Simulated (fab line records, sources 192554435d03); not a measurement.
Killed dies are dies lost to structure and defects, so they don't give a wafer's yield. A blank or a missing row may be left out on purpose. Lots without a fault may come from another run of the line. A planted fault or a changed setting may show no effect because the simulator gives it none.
A struck lot beside a sound one | flow n5_finfet | 39 steps out of a route of 1938
Sound: wafers L773.2, L773.4, L773.6. Struck: wafer L755.6. (L755.3, L755.4 of the same lot were not struck and are left out.) The cause comes at the end.
At each step with rows: each side's tool, then ch and its chambers, then its first start. Under that, the readings that differ: sound wafers | struck wafers | difference of the means | sigmas: that difference in standard deviations of wafers without a fault.
alike: readings whose means differ by less than 2 such deviations, and words and numbers that are the same on both sides. not compared: withheld readings, readings that some wafer has no value for, bounds like >300 that may hide the same value, and numbers for which the record gives no deviation and whose values overlap.
The two part at a step that has a row with sigmas, a row that says differs or no value, or rows on one side only. Numbers that don't overlap but have no deviation are shown without sigmas and don't part them. A reading that every wafer of one side lacks parts them only if that side has two wafers or more.

first, 12 steps without rows for these wafers: N5_SDB_ETCH_18 (etches SOC in N2/H2, target depth 100 nm, overetch 20 nm, time 150 s); N5_SDB_STRIP_19 (strips in N2/H2); N5_SDB_STRIP_21 (strips in CF4); N5_SDB_HM_OPEN_20 (chemistry CH3F/O2, target SiNx, stops on poly-Si, target depth 24 nm); N5_SDB_STRIP_22 (strips in N2/H2); N5_SDB_PRECLEAN_23 (cleans in dHF, time 30 s); N5_SDB_DUMMY_REMOVE_24 (chemistry TMAH, target poly-Si, stops on SiO2, target depth 142 nm, time 57 s, rinse time 30 s); N5_SDB_ETCH_25 (etches SiO2 in C4F6/O2, target depth 10 nm, time 3.3 s); N5_SDB_CUT_ETCH_26 (etches Si in HBr/Cl2/O2, target depth 129.6 nm, bt time 20 s, time 51.8 s); N5_SDB_PRECLEAN_38 (cleans in dHF, time 10 s); N5_SDB_PRECLEAN_39 (cleans in O3/DIW, time 45 s); N5_SDB_SRD_28 (time 30 s).
N5_SDB_ALD_29: deposits SiNx, target thk 30 nm, pulse time 1 s, ald cycles 600.
  sound on ald_sin-02 ch 0,1,3, day 9 14:43; struck on ald_sin-02 ch 1, day 5 00:13
  reading                              | sound        | struck | difference | sigmas
  ald_cycles                           | 600 600 600  | 534    | -66        |
  model.SiNx_of_SDB_ALD_29.thk_nm (nm) | 29.8 30 29.8 | 26.8   | -3.1       |
  alike: heater_power_w, precursor_pulse_height_rel, susceptor_temp_C
then, 23 steps without rows for these wafers: N5_SDB_CMP_30 (polishes, stops on poly-Si, t overpolish 1.54 s, target thk 30 nm); N5_DUMMY_REMOVAL_HM_STRIP_01 (strips SiNx in CH3F/O2, stops on poly-Si, target depth 4 nm, time 6.8 s); N5_DUMMY_REMOVAL_STRIP_10 (strips in N2/H2, time 40 s); N5_DUMMY_REMOVAL_PRECLEAN_07 (cleans in dHF, time 30 s); N5_DUMMY_REMOVAL_DUMMY_REMOVE_02 (chemistry TMAH, target poly-Si, stops on SiO2, target depth 142 nm, time 57 s, rinse time 30 s); N5_DUMMY_REMOVAL_PRECLEAN_08 (cleans in NF3:NH3, afs cycles 2, time 20 s, sublimation time 60 s); N5_DUMMY_REMOVAL_PRECLEAN_04 (cleans in DHF, time 37 s); N5_DUMMY_REMOVAL_SRD_05 (time 30 s); N5_HKMG_FIN_IL_REGROW_00 (material SiO2, chemistry O3, target thk 0.75 nm, time 30 s); N5_HKMG_FIN_HK_ALD_01 (deposits HfO2, target thk 1.6 nm, pulse time 3 s, purge time 3 s); N5_HKMG_FIN_HK_ANNEAL_02 (time 30 s); N5_HKMG_FIN_ALD_74 (deposits La2O3, target thk 0.5 nm, pulse time 6 s, co reactant pulse time 1 s); N5_HKMG_FIN_ALD_75 (deposits Al2O3, target thk 1 nm, co reactant pulse time 1 s); N5_HKMG_FIN_COAT_41 (time 60 s, resist thk 300 nm); N5_HKMG_FIN_COAT_42 (time 60 s, resist thk 35 nm); N5_HKMG_FIN_COAT_43 (resist thk 90 nm); N5_HKMG_FIN_EBR_45; N5_HKMG_FIN_SOFTBAKE_44 (time 60 s); N5_HKMG_FIN_EXPOSE_46 (exposes mask NDIPOLE); N5_HKMG_FIN_PEB_47 (peb time 60 s); N5_HKMG_FIN_DEVELOP_48 (develop time 30 s); N5_HKMG_FIN_DESCUM_53 (chemistry O2, time 7.9 s); N5_HKMG_FIN_ETCH_54 (etches SiARC in CF4, target depth 45.5 nm, time 75.8 s).
N5_GATE_CUT_ETCH_58: etches SiNx in CH3F/O2, target depth 17 nm, time 128.6 s.
  sound on rie_diel-04 ch 0,2,3, day 10 03:46; struck on rie_diel-02 ch 3, day 5 11:39
  reading                              | sound          | struck | difference | sigmas
  model.SiNx_of_SDB_ALD_29.thk_nm (nm) | 24.4 24.4 24.4 | 22     | -2         |
  alike: drypump_motor_current_A, oes_product_au, rf_vpp_V, showerhead_plenum_p_Torr, throttle_valve_pct
  not compared: rf_hours_counter_h
-- the record jumps here: 3 days lie between the struck wafers' starts before and after (it left off in module GATE_CUT and takes up again in module BEOL_M4, whose first step shown is number 1111 of the route) --
N5_BEOL_M4_RC_MEAS_101:
  sound on prober-01 ch 0, day 13 10:15; struck on prober-02 ch 0, day 8 15:10
  reading       | sound       | struck | difference | sigmas
  ION_P (uA/um) | 457 457 453 | 473    | +17        | +2
  alike: DIBL_N, DIBL_P, IOFF_N, IOFF_P, ION_N, SS_N, SS_P, VT_N, VT_P
-- the record jumps here: 4 days lie between the struck wafers' starts before and after (it left off in module BEOL_M4 and takes up again in module PASSIVATION, whose first step shown is number 1936 of the route) --
N5_PASSIVATION_PROBE_49:
  sound on prober-01, day 17 18:53; struck on prober-01, day 13 01:46
  reading         | sound | struck | difference | sigmas
  killed_at_other | 0 0 0 | 10     | +10        | +4
  alike: defect_limited_yield, killed_at_M0_to_M3, killed_at_M4_up, killed_at_contacts, killed_at_front_end, killed_dies, killed_open, killed_short, sort_bin_5_function, sort_bin_6_memory, sort_bin_8_speed, sort_n_pass, sort_yield_pct

WHERE THEY PART
First at N5_BEOL_M4_RC_MEAS_101; last, within this record, at N5_PASSIVATION_PROBE_49.

WHY: what the simulator had put in
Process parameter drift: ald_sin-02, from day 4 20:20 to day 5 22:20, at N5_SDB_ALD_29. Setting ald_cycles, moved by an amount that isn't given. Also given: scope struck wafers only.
